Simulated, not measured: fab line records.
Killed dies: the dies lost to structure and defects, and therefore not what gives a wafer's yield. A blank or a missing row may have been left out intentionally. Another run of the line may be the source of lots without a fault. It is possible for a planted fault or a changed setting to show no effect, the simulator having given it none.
Split-lot trial :: flow n5Finfet :: 7 lots, 21 wafers read, on a route of 1938 steps

== ON THE SPLIT ==
At N5_FIN_CUT_EXPOSE_05 (exposes mask FIN CUT), the setting doseMj was moved away from the recipe's 45.75 on 6 of the 21 wafers read, by +3.3% to +6.8%. For the rest of the wafers, this setting stayed at what the recipe calls for.

== FROM THE SPLIT TO THE READING: what the file shows between them, 3 steps ==
- N5_FIN_CUT_PEB_06: peb time 60 s
- N5_FIN_CUT_DEVELOP_07: develop time 30 s
- N5_FIN_CUT_DESCUM_13: chemistry O2, time 7 s

== THE READING ==
FIN_CUT.cdOffsetNm (the simulator's own value, which no gauge read), in nm, at N5_FIN_CUT_ETCH_30 (etches underlayer in N2/H2, target depth 13 nm, time 10.4 s). The file gives no usual value for it. The 15 wafers here that ran the recipe average -0.0 nm, standard deviation 0.14 nm.

wafer: L076.1
tool, chamber at the split: euvScanner-02, 0
doseMj as run: 45.75
against the recipe: recipe
FIN_CUT.cdOffsetNm, nm: 0
against lot-mates on the recipe: -

wafer: L076.2
tool, chamber at the split: euvScanner-02, 0
doseMj as run: 45.75
against the recipe: recipe
FIN_CUT.cdOffsetNm, nm: 0
against lot-mates on the recipe: -

wafer: L076.4
tool, chamber at the split: euvScanner-02, 0
doseMj as run: 45.75
against the recipe: recipe
FIN_CUT.cdOffsetNm, nm: 0
against lot-mates on the recipe: -

wafer: L082.1
tool, chamber at the split: euvScanner-02, 0
doseMj as run: 45.75
against the recipe: recipe
FIN_CUT.cdOffsetNm, nm: -0.2
against lot-mates on the recipe: -

wafer: L082.6
tool, chamber at the split: euvScanner-02, 0
doseMj as run: 45.75
against the recipe: recipe
FIN_CUT.cdOffsetNm, nm: -0.2
against lot-mates on the recipe: -

wafer: L082.2
tool, chamber at the split: euvScanner-02, 0
doseMj as run: 47.25
against the recipe: +3.3%
FIN_CUT.cdOffsetNm, nm: 0.6
against lot-mates on the recipe: +0.8

wafer: L089.2
tool, chamber at the split: euvScanner-01, 0
doseMj as run: 47.71
against the recipe: +4.3%
FIN_CUT.cdOffsetNm, nm: 0.8
against lot-mates on the recipe: no lot-mate on the recipe

wafer: L089.3
tool, chamber at the split: euvScanner-01, 0
doseMj as run: 47.71
against the recipe: +4.3%
FIN_CUT.cdOffsetNm, nm: 0.8
against lot-mates on the recipe: no lot-mate on the recipe

wafer: L089.6
tool, chamber at the split: euvScanner-01, 0
doseMj as run: 47.71
against the recipe: +4.3%
FIN_CUT.cdOffsetNm, nm: 0.8
against lot-mates on the recipe: no lot-mate on the recipe

wafer: L092.1
tool, chamber at the split: euvScanner-01, 0
doseMj as run: 48.86
against the recipe: +6.8%
FIN_CUT.cdOffsetNm, nm: 1.2
against lot-mates on the recipe: +1.3

wafer: L092.4
tool, chamber at the split: euvScanner-01, 0
doseMj as run: 45.75
against the recipe: recipe
FIN_CUT.cdOffsetNm, nm: -0.2
against lot-mates on the recipe: -

wafer: L092.5
tool, chamber at the split: euvScanner-01, 0
doseMj as run: 45.75
against the recipe: recipe
FIN_CUT.cdOffsetNm, nm: 0
against lot-mates on the recipe: -

wafer: L093.4
tool, chamber at the split: euvScanner-01, 0
doseMj as run: 45.75
against the recipe: recipe
FIN_CUT.cdOffsetNm, nm: 0.2
against lot-mates on the recipe: -

wafer: L093.5
tool, chamber at the split: euvScanner-01, 0
doseMj as run: 48.57
against the recipe: +6.2%
FIN_CUT.cdOffsetNm, nm: 1.4
against lot-mates on the recipe: +1.3

wafer: L093.6
tool, chamber at the split: euvScanner-01, 0
doseMj as run: 45.75
against the recipe: recipe
FIN_CUT.cdOffsetNm, nm: 0
against lot-mates on the recipe: -

wafer: L094.1
tool, chamber at the split: euvScanner-02, 0
doseMj as run: 45.75
against the recipe: recipe
FIN_CUT.cdOffsetNm, nm: 0.2
against lot-mates on the recipe: -

wafer: L094.5
tool, chamber at the split: euvScanner-02, 0
doseMj as run: 45.75
against the recipe: recipe
FIN_CUT.cdOffsetNm, nm: 0.2
against lot-mates on the recipe: -

wafer: L094.6
tool, chamber at the split: euvScanner-02, 0
doseMj as run: 45.75
against the recipe: recipe
FIN_CUT.cdOffsetNm, nm: 0
against lot-mates on the recipe: -

wafer: L096.1
tool, chamber at the split: euvScanner-01, 0
doseMj as run: 45.75
against the recipe: recipe
FIN_CUT.cdOffsetNm, nm: 0
against lot-mates on the recipe: -

wafer: L096.2
tool, chamber at the split: euvScanner-01, 0
doseMj as run: 45.75
against the recipe: recipe
FIN_CUT.cdOffsetNm, nm: -0.2
against lot-mates on the recipe: -

wafer: L096.6
tool, chamber at the split: euvScanner-01, 0
doseMj as run: 45.75
against the recipe: recipe
FIN_CUT.cdOffsetNm, nm: -0.2
against lot-mates on the recipe: -

FIT RESULTS
A straight line over all 21 wafers: FIN_CUT.cdOffsetNm changes by +0.199 nm for each +1% of doseMj; r = +0.96; the points scatter about the line by 0.14 nm.
The same after taking each lot's own level away (the mean of its wafers on the recipe; 18 wafers): +0.204 nm for each +1%; r = +0.98; scatter 0.086 nm.
The reading moves by 1.4 nm for the largest change in doseMj, on that fit.
Across the lots, their own levels run from -0.20 to 0.13 nm, a range of 2.3 times the standard deviation given above.
The two slopes agree, so the slope changes little with the lot-to-lot level.
Check: for one of the wafers moved furthest among these (+6.8%), held out of the fit, the line's prediction against its lot-mates is +1.48 nm. It came out at +1.3 nm against them.

== OTHER SPLITS APPLIED TO THESE WAFERS ==
Other splits were also applied to these wafers ahead of the reading. Each is held against what the fit with the lots' levels taken away leaves over:
other split on the same wafers: N5_ZERO_LAYER_EXPOSE_08 doseMj
wafers away from the commonest value: 7
r with FIN_CUT.cdOffsetNm (lot level and that fit taken away): +0.27

other split on the same wafers: N5_ZERO_LAYER_DEVELOP_10 developTimeS
wafers away from the commonest value: 5
r with FIN_CUT.cdOffsetNm (lot level and that fit taken away): -0.23

other split on the same wafers: N5_PMOS_HMC_CHANNEL_EPI_PEB_07 pebTempC
wafers away from the commonest value: 9
r with FIN_CUT.cdOffsetNm (lot level and that fit taken away): +0.07

other split on the same wafers: N5_PMOS_HMC_CHANNEL_EPI_DEVELOP_08 developTimeS
wafers away from the commonest value: 4
r with FIN_CUT.cdOffsetNm (lot level and that fit taken away): -0.12

== FILE'S OWN FIT ==
FIN_CUT.cdOffsetNm changes by +0.205 nm for each +1% of doseMj, r = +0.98.
